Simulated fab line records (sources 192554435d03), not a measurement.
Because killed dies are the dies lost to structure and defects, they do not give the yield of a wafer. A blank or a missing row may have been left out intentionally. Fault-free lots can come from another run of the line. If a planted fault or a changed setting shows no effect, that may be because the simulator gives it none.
fab line records	flow n5_finfet
[record] lots = 7	wafers = 21
route steps=1938 shown WELL_APT@21 FIN_SAQP@108 FIN_CUT@160 SD_EPI_N@263
start_h: the number of hours between the record's first day and the start of the first shown wafer of the lot	wait_h: hours since the lot's step before	" the same as in the row above	L1.1+2: a single row standing in for several wafers	- value missing, or start not given	* or withheld: withheld	< > ~ a bound
route shown NAME@n: names a module that has steps shown in the file, with the first one's number in the route	usual: mean and standard deviation over wafers with no fault	same: alike in all rows	chamber/n: place in a boat	sites: the reading at each site	_std_site: the values' standard deviation	_edge_site: the outer-site mean with the inner-site mean subtracted	radius_mm: for every site, how far away it sits from the centre of the wafer	mask NAME#n: copy n	behind: the last tool/chamber to shape the wafer	hold: reason for holding the lot/hours on hold/outcome of the hold	device: names the non-switching transistor (n, p or np)	end of line: at the end of the route, the tests of the same wafers	a step given without rows: its recipe and nothing more	killed: not the wafer's yield, but the dies lost to structure and defects at the first sort	map: a wafer's dies, marking killed ones x, the rest . and places with no die _
set.NAME: the run value of the setting; set.NAME@STEP: its run value at that earlier step	model.NAME: the simulator's own value behind a step, which no gauge read
one table per step and one row per wafer, for lots whose settings were changed on purpose
[[steps]]
[step N5_WELL_APT_COAT_02]
[recipe] spin_rpm = 1357	resist_thk_nm = 950
lot.wafer	tool	chamber	start_h	wait_h	set.spin_rpm	model.coat_of_WELL_APT_COAT_02.thk_nm
L076.1	litho_track-01	0	-	-	1357	953
L076.4	"	0	"	"	1230	1000
L076.5	"	0	"	"	1230	1001
L079.3	litho_track-03	0	-	-	1272	980.2
L079.4	"	0	"	"	1357	951.9
L079.6	"	0	"	"	1272	981.9
L080.4	litho_track-03	0	-	-	1357	948.7
L080.5	"	0	"	"	1357	949.6
L080.6	"	0	"	"	1357	950.5
L084.1	litho_track-05	0	-	-	1246	994.9
L084.4	"	0	"	"	1357	951.1
L084.5	"	0	"	"	1246	992.3
L090.1	litho_track-01	0	-	-	1472	914.6
L090.2	"	0	"	"	1357	953.7
L090.4	"	0	"	"	1472	917.6
L095.1	litho_track-05	0	-	-	1357	951.7
L095.2	"	0	"	"	1357	951.6
L095.4	"	0	"	"	1504	904.7
L097.1	litho_track-01	0	-	-	1357	944.6
L097.5	"	0	"	"	1488	906.3
L097.6	"	0	"	"	1357	945.5
[step N5_WELL_APT_EXPOSE_05]
[recipe] mask_id = NWELL	na = 0.8	source_shape = conventional	sigma_outer = 0.8	polarization = unpolarized	defocus_nm = 0	target_cd_nm = 200	dose_mj = 20.3
lot.wafer	tool	chamber	start_h	wait_h	mask	set.dose_mj
L076.1+5	krf_scanner-02	0	25.51	-	NWELL#0	20.3
L076.4	"	0	"	"	NWELL#0	19.23
L079.3+4	krf_scanner-01	0	43.52	-	NWELL#0	20.3
L079.6	"	0	"	"	NWELL#0	19.48
L080.4+5+6	krf_scanner-02	0	49.65	-	NWELL#0	20.3
L084.1+4	krf_scanner-01	0	73.71	-	NWELL#0	19.16
L084.5	"	0	"	"	NWELL#0	20.3
L090.1+2+4	krf_scanner-01	0	109.54	-	NWELL#0	20.3
L095.1	krf_scanner-01	0	139.38	-	NWELL#0	20.3
L095.2+4	"	0	"	"	NWELL#0	21.62
L097.1+5+6	krf_scanner-01	0	155.75	-	NWELL#0	20.3
[step N5_WELL_APT_PEB_06]
[recipe] peb_temp_c = 130	peb_time_s = 90
[step N5_WELL_APT_DEVELOP_07]
[recipe] develop_time_s = 45	rinse_liquid = surfactant_rinse	dry = air_spin	dev_temp_c = 21
[step N5_WELL_APT_HARDBAKE_12]
[recipe] temp_c = 130	time_s = 120
[step N5_WELL_APT_CD_MEAS_08]
[recipe] target_cd_nm = 200	landing_energy_ev = 500	detector = se_inlens
[usual] cd_nm = 200.2/1.2
lot.wafer	tool	chamber	start_h	wait_h	set.dose_mj@WELL_APT_EXPOSE_05	cd_nm
L076.1	cd_sem-03	0	25.68	-	20.3	199.6
L076.4	"	0	"	"	19.23	188.9
L076.5	"	0	"	"	20.3	197.4
L079.3	cd_sem-02	0	43.68	-	20.3	199.5
L079.4	"	0	"	"	20.3	202.7
L079.6	"	0	"	"	19.48	192.2
L080.4	cd_sem-03	0	49.81	-	20.3	201.9
L080.5	"	0	"	"	20.3	202.9
L080.6	"	0	"	"	20.3	203.1
L084.1	cd_sem-03	0	73.88	-	19.16	188.1
L084.4	"	0	"	"	19.16	188.9
L084.5	"	0	"	"	20.3	196.2
L090.1	cd_sem-02	0	109.71	-	20.3	200.8
L090.2	"	0	"	"	20.3	200.4
L090.4	"	0	"	"	20.3	202.1
L095.1	cd_sem-01	0	139.56	-	20.3	200.0
L095.2	"	0	"	"	21.62	209.7
L095.4	"	0	"	"	21.62	212.4
L097.1	cd_sem-01	0	155.92	-	20.3	201.1
L097.5	"	0	"	"	20.3	203.5
L097.6	"	0	"	"	20.3	201.6
[step N5_WELL_APT_DESCUM_13]
[recipe] chemistry = O2	time_s = 7.9	source_power_w = 50	bias_power_w = 20	pressure_mtorr = 20	rf_frequency_hz = 2.712e+07	temp_c = 40	o2_flow_sccm = 225
lot.wafer	tool	chamber	start_h	wait_h	set.dose_mj@WELL_APT_EXPOSE_05	model.WELL_APT.cd_nm
L076.1	rie_diel-01	3	25.79	0.0	20.3	199.6
L076.4	"	2	"	"	19.23	189.1
L076.5	"	1	"	"	20.3	197.6
L079.3	rie_diel-01	0	43.92	0.2	20.3	199.6
L079.4	"	3	"	"	20.3	202.1
L079.6	"	2	"	"	19.48	192.1
L080.4	rie_diel-01	2	49.93	0.1	20.3	202.2
L080.5	"	0	"	"	20.3	202.9
L080.6	"	3	"	"	20.3	203.1
L084.1	rie_diel-01	1	73.97	0.0	19.16	188.2
L084.4	"	2	"	"	19.16	188.9
L084.5	"	1	"	"	20.3	196.5
L090.1	rie_diel-03	3	109.80	0.0	20.3	201
L090.2	"	1	"	"	20.3	200.2
L090.4	"	0	"	"	20.3	201.8
L095.1	rie_diel-03	1	139.90	0.3	20.3	-
L095.2	"	0	"	"	21.62	209.1
L095.4	"	3	"	"	21.62	212.2
L097.1	rie_diel-04	2	156.01	0.0	20.3	201
L097.5	"	3	"	"	20.3	203.3
L097.6	"	2	"	"	20.3	201.8
[step N5_WELL_APT_COAT_19]
[recipe] spin_rpm = 1357	resist_thk_nm = 950
lot.wafer	tool	chamber	start_h	wait_h	set.spin_rpm	model.coat_of_WELL_APT_COAT_19.thk_nm
L076.1	litho_track-03	0	-	-	1243	995
L076.4	"	0	"	"	1243	998.4
L076.5	"	0	"	"	1357	953.9
L079.3	litho_track-01	0	-	-	1301	972.6
L079.4	"	0	"	"	1301	972
L079.6	"	0	"	"	1357	953.7
L080.4	litho_track-03	0	-	-	1357	947.1
L080.5	"	0	"	"	1357	946.8
L080.6	"	0	"	"	1357	946.5
L084.1	litho_track-01	0	-	-	1357	945.1
L084.4	"	0	"	"	1357	945.7
L084.5	"	0	"	"	1357	946.7
L090.1	litho_track-03	0	-	-	1221	1006
L090.2	"	0	"	"	1357	953.3
L090.4	"	0	"	"	1221	1005
L095.1	litho_track-03	0	-	-	1357	951
L095.2	"	0	"	"	1357	955.1
L095.4	"	0	"	"	1357	956.1
L097.1	litho_track-03	0	-	-	1357	944.9
L097.5	"	0	"	"	1357	946.2
L097.6	"	0	"	"	1357	946.5
[step N5_FIN_SAQP_EXPOSE_13]
[recipe] mask_id = FIN_CORE	na = 1.35	source_shape = dipole	sigma_inner = 0.538	sigma_outer = 0.738	polarization = te	target_cd_nm = 35.6	dose_mj = 63.25
lot.wafer	tool	chamber	start_h	wait_h	mask	set.dose_mj
L076.1+4+5	arfi_scanner-03	0	33.40	-	FIN_CORE#0	63.25
L079.3+4+6	arfi_scanner-02	0	51.52	-	FIN_CORE#0	63.25
L080.4+5+6	arfi_scanner-03	0	57.94	-	FIN_CORE#0	63.25
L084.1	arfi_scanner-03	0	81.77	-	FIN_CORE#0	63.25
L084.4+5	"	0	"	"	FIN_CORE#0	61.6
L090.1	arfi_scanner-01	0	118.44	-	FIN_CORE#0	61.41
L090.2+4	"	0	"	"	FIN_CORE#0	63.25
L095.1+2	arfi_scanner-02	0	147.85	-	FIN_CORE#0	59.19
L095.4	"	0	"	"	FIN_CORE#0	63.25
L097.1	arfi_scanner-03	0	163.46	-	FIN_CORE#0	63.25
L097.5+6	"	0	"	"	FIN_CORE#0	58.83
[step N5_FIN_SAQP_DEVELOP_15]
[recipe] develop_time_s = 30	developer = TMAH	resist = CAR-ArF	dev_temp_c = 23	rinse_liquid = diw	dry = air_spin
lot.wafer	tool	chamber	start_h	wait_h	set.develop_time_s
L076.1+4+5	litho_track-05	0	-	-	30
L079.3+4+6	litho_track-03	0	-	-	30
L080.4+5+6	litho_track-04	0	-	-	30
L084.1+4	litho_track-05	0	-	-	32.99
L084.5	"	0	"	"	30
L090.1+2+4	litho_track-04	0	-	-	28.07
L095.1+4	litho_track-04	0	-	-	30
L095.2	"	0	"	"	27.25
L097.1	litho_track-05	0	-	-	32.64
L097.5+6	"	0	"	"	30
[step N5_FIN_SAQP_CD_MEAS_16]
[recipe] target_cd_nm = 35.6	landing_energy_ev = 500	detector = se_inlens
[usual] cd_nm = 35.61/0.29
lot.wafer	tool	chamber	start_h	wait_h	set.dose_mj@FIN_SAQP_EXPOSE_13	cd_nm
L076.1	cd_sem-02	0	33.53	-	63.25	36.03
L076.4	"	0	"	"	63.25	35.96
L076.5	"	0	"	"	63.25	36.21
L079.3	cd_sem-02	0	51.64	-	63.25	35.61
L079.4	"	0	"	"	63.25	35.66
L079.6	"	0	"	"	63.25	35.88
L080.4	cd_sem-03	0	58.06	-	63.25	35.79
L080.5	"	0	"	"	63.25	35.83
L080.6	"	0	"	"	63.25	35.67
L084.1	cd_sem-02	0	81.89	-	63.25	35.58
L084.4	"	0	"	"	61.6	36.47
L084.5	"	0	"	"	61.6	36.42
L090.1	cd_sem-01	0	118.57	-	61.41	36.42
L090.2	"	0	"	"	63.25	35.70
L090.4	"	0	"	"	63.25	35.72
L095.1	cd_sem-02	0	147.98	-	59.19	37.46
L095.2	"	0	"	"	59.19	37.76
L095.4	"	0	"	"	63.25	35.63
L097.1	cd_sem-01	0	163.59	-	63.25	35.74
L097.5	"	0	"	"	58.83	38.03
L097.6	"	0	"	"	58.83	37.91
[step N5_FIN_CUT_EXPOSE_05]
[recipe] mask_id = FIN_CUT	na = 0.33	source_shape = annular	sigma_inner = 0.35	sigma_outer = 0.8	polarization = unpolarized	dose_mj = 45.75
lot.wafer	tool	chamber	start_h	wait_h	mask	set.dose_mj
L076.1+5	euv_scanner-01	0	38.69	-	FIN_CUT#0	48.49
L076.4	"	0	"	"	FIN_CUT#0	45.75
L079.3	euv_scanner-02	0	56.51	-	FIN_CUT#0	44.41
L079.4+6	"	0	"	"	FIN_CUT#0	45.75
L080.4+5+6	euv_scanner-02	0	63.23	-	FIN_CUT#0	45.75
L084.1+4+5	euv_scanner-02	0	87.79	-	FIN_CUT#0	45.75
L090.1+2+4	euv_scanner-01	0	123.11	-	FIN_CUT#0	45.75
L095.1+2	euv_scanner-01	0	152.93	-	FIN_CUT#0	44.08
L095.4	"	0	"	"	FIN_CUT#0	45.75
L097.1	euv_scanner-02	0	168.11	-	FIN_CUT#0	45.75
L097.5+6	"	0	"	"	FIN_CUT#0	43.01
[step N5_FIN_CUT_PEB_06]
[recipe] peb_temp_c = 100	peb_time_s = 60	resist = CAR-EUV
[step N5_FIN_CUT_DEVELOP_07]
[recipe] develop_time_s = 30	developer = TMAH	resist = CAR-EUV	rinse_liquid = surfactant_rinse	dry = air_spin	dev_temp_c = 23
[step N5_FIN_CUT_DESCUM_13]
[recipe] chemistry = O2	time_s = 7	source_power_w = 50	bias_power_w = 20	pressure_mtorr = 20	rf_frequency_hz = 2.712e+07	temp_c = 40	resist = CAR-EUV	o2_flow_sccm = 225
[step N5_FIN_CUT_ETCH_30]
[recipe] chemistry = N2/H2	target = underlayer	target_depth_a = 130	mask_material = CAR-EUV	time_s = 10.4	ion_energy_ev = 200	pressure_mtorr = 30	source_w = 840	bias_w = 150	n2_flow_sccm = 200	h2_flow_sccm = 200	ends = cleared
lot.wafer	tool	chamber	start_h	wait_h	set.dose_mj@FIN_CUT_EXPOSE_05	model.FIN_CUT.cd_offset_nm
L076.1+5	rie_diel-06	1,3	39.09	0.0	48.49	1
L076.4	"	3	"	"	45.75	-0.2
L079.3	rie_diel-06	2	56.79	0.0	44.41	-0.4
L079.4	"	3	"	"	45.75	0.2
L079.6	"	1	"	"	45.75	0
L080.4+6	rie_diel-05	3,0	64.10	0.0	45.75	0
L080.5	"	1	"	"	45.75	0.2
L084.1+5	rie_diel-05	3,0	88.08	0.0	45.75	-0.2
L084.4	"	0	"	"	45.75	0
L090.1+4	rie_diel-05	0,1	123.40	0.0	45.75	0.2
L090.2	"	3	"	"	45.75	0
L095.1	rie_diel-06	0	153.22	0.0	44.08	-0.4
L095.2	"	3	"	"	44.08	-0.6
L095.4	"	2	"	"	45.75	0
L097.1	rie_diel-02	0	168.40	0.0	45.75	0
L097.5+6	"	2,1	"	"	43.01	-1
[step N5_FIN_CUT_ETCH_20]
[recipe] chemistry = CF4	target = SiARC	target_depth_a = 260	mask_material = CAR-EUV	time_s = 43.3	ion_energy_ev = 80	pressure_mtorr = 40	source_w = 545	bias_w = 36	Ar_flow_sccm = 100	cf4_flow_sccm = 100	ends = cleared
lot.wafer	tool	chamber	start_h	wait_h	set.dose_mj@FIN_CUT_EXPOSE_05	model.FIN_CUT.cd_offset_nm
L076.1+5	rie_diel-06	1,3	39.11	0.0	48.49	0.8
L076.4	"	3	"	"	45.75	-0.4
L079.3	rie_diel-06	2	56.81	0.0	44.41	-0.4
L079.4	"	3	"	"	45.75	0
L079.6	"	1	"	"	45.75	-0.2
L080.4	rie_diel-05	3	64.12	0.0	45.75	0
L080.5	"	1	"	"	45.75	0.2
L080.6	"	0	"	"	45.75	-0.2
L084.1	rie_diel-05	3	88.10	0.0	45.75	0
L084.4+5	"	0	"	"	45.75	-0.2
L090.1+2	rie_diel-05	0,3	123.42	0.0	45.75	0
L090.4	"	1	"	"	45.75	0.2
L095.1	rie_diel-06	0	153.24	0.0	44.08	-0.4
L095.2	"	3	"	"	44.08	-0.6
L095.4	"	2	"	"	45.75	0
L097.1	rie_diel-02	0	168.42	0.0	45.75	0
L097.5+6	"	2,1	"	"	43.01	-1
[step N5_SD_EPI_N_COAT_33]
[recipe] resist = SiARC	temp_c = 220	time_s = 60	spin_rpm = 1500	resist_thk_nm = 35
lot.wafer	tool	chamber	start_h	wait_h	set.spin_rpm	model.SiARC_of_SD_EPI_N_COAT_33.thk_nm
L076.1	litho_track-01	0	-	-	1500	35
L076.4+5	"	0	"	"	1500	35.2
L079.3+4	litho_track-03	0	-	-	1500	35
L079.6	"	0	"	"	1571	34.2
L080.4+6	litho_track-01	0	-	-	1500	34.8
L080.5	"	0	"	"	1500	35
L084.1+5	litho_track-03	0	-	-	1500	35
L084.4	"	0	"	"	1611	33.8
L090.1+2	litho_track-05	0	-	-	1547	34.6
L090.4	"	0	"	"	1500	35
L095.1	litho_track-05	0	-	-	1500	35.2
L095.2+4	"	0	"	"	1404	36.4
L097.1+5	litho_track-03	0	-	-	1500	35
L097.6	"	0	"	"	1344	36.8
[[key]]
[split] step = N5_WELL_APT_COAT_02	setting = spin_rpm	stated = 1357	by = wafer
[response] step = N5_WELL_APT_COAT_02	reading = model.coat_of_WELL_APT_COAT_02.thk_nm	change = -4.57	per = 1%	r = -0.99
[split] step = N5_WELL_APT_EXPOSE_05	setting = dose_mj	stated = 20.3	by = wafer
[response] step = N5_WELL_APT_CD_MEAS_08	reading = cd_nm	change = +1.71	per = 1%	r = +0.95
[response] step = N5_WELL_APT_DESCUM_13	reading = model.WELL_APT.cd_nm	change = +1.72	per = 1%	r = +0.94
[split] step = N5_WELL_APT_COAT_19	setting = spin_rpm	stated = 1357	by = wafer
[response] step = N5_WELL_APT_COAT_19	reading = model.coat_of_WELL_APT_COAT_19.thk_nm	change = -5.1	per = 1%	r = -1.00
[split] step = N5_FIN_SAQP_EXPOSE_13	setting = dose_mj	stated = 63.25	by = wafer
[response] step = N5_FIN_SAQP_CD_MEAS_16	reading = cd_nm	change = -0.31	per = 1%	r = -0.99
[split] step = N5_FIN_SAQP_DEVELOP_15	setting = develop_time_s	stated = 30	by = wafer
response none clear
[split] step = N5_FIN_CUT_EXPOSE_05	setting = dose_mj	stated = 45.75	by = wafer
[response] step = N5_FIN_CUT_ETCH_30	reading = model.FIN_CUT.cd_offset_nm	change = +0.176	per = 1%	r = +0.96
[response] step = N5_FIN_CUT_ETCH_20	reading = model.FIN_CUT.cd_offset_nm	change = +0.17	per = 1%	r = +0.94
[split] step = N5_SD_EPI_N_COAT_33	setting = spin_rpm	stated = 1500	by = wafer
[response] step = N5_SD_EPI_N_COAT_33	reading = model.SiARC_of_SD_EPI_N_COAT_33.thk_nm	change = -0.171	per = 1%	r = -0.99
